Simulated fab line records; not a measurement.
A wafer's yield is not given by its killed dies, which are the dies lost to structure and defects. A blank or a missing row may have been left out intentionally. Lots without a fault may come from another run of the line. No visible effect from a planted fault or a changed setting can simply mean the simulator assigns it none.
Chamber matching | flow n5 finfet | 4 sister chambers for N5_BEOL_M7_ETCH_61 on rie diel-06
The step etches SiARC in CF4, target depth 45.5 nm, time 75.8 s. 4 wafers are shown with their chamber, then 10 later ones without.

== EACH WAFER AND ITS CHAMBER ==
wafer  | chamber | showerhead plenum p Torr (Torr)
L081.6 | 1       | 2.18
L083.4 | 3       | 2.18
L085.2 | 2       | 2.04
L085.3 | 0       | 2.25

== WAFERS MISSING THEIR CHAMBER ==
wafer  | showerhead plenum p Torr (Torr)
L085.4 | 2.17
L087.2 | 2.18
L087.4 | 2.03
L087.5 | 2.18
L093.1 | 2.17
L093.4 | 2.17
L093.5 | 2.17
L096.3 | 2.24
L096.4 | 2.03
L096.5 | 2.17

== THE CHAMBER EACH PASSED THROUGH ==
wafer  | from the rows above     | in truth
L085.4 | can't be placed: 1 or 3 | 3
L087.2 | can't be placed: 1 or 3 | 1
L087.4 | 2                       | 2
L087.5 | can't be placed: 1 or 3 | 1
L093.1 | can't be placed: 1 or 3 | 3
L093.4 | can't be placed: 1 or 3 | 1
L093.5 | can't be placed: 1 or 3 | 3
L096.3 | 0                       | 0
L096.4 | 2                       | 2
L096.5 | can't be placed: 1 or 3 | 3
Correctly placed: 3 of 10. Can't be placed from these rows: 7 (the true chamber is among the candidates in 7). Wrongly placed: 0.
How it was worked out, from the rows above alone: a wafer's distance from a chamber is the root of the sum, over the readings, of the square of ((its reading less the chamber's mean) divided by the reading's scatter). If the next closest chamber is less than 2 further off than the closest, the wafer can't be placed; otherwise it belongs to the closest. The mean given for a chamber averages the wafers shown for that chamber. The scatter: with one shown wafer a chamber, the root of the mean of the squares of how far each hidden wafer lies from its nearest shown one.
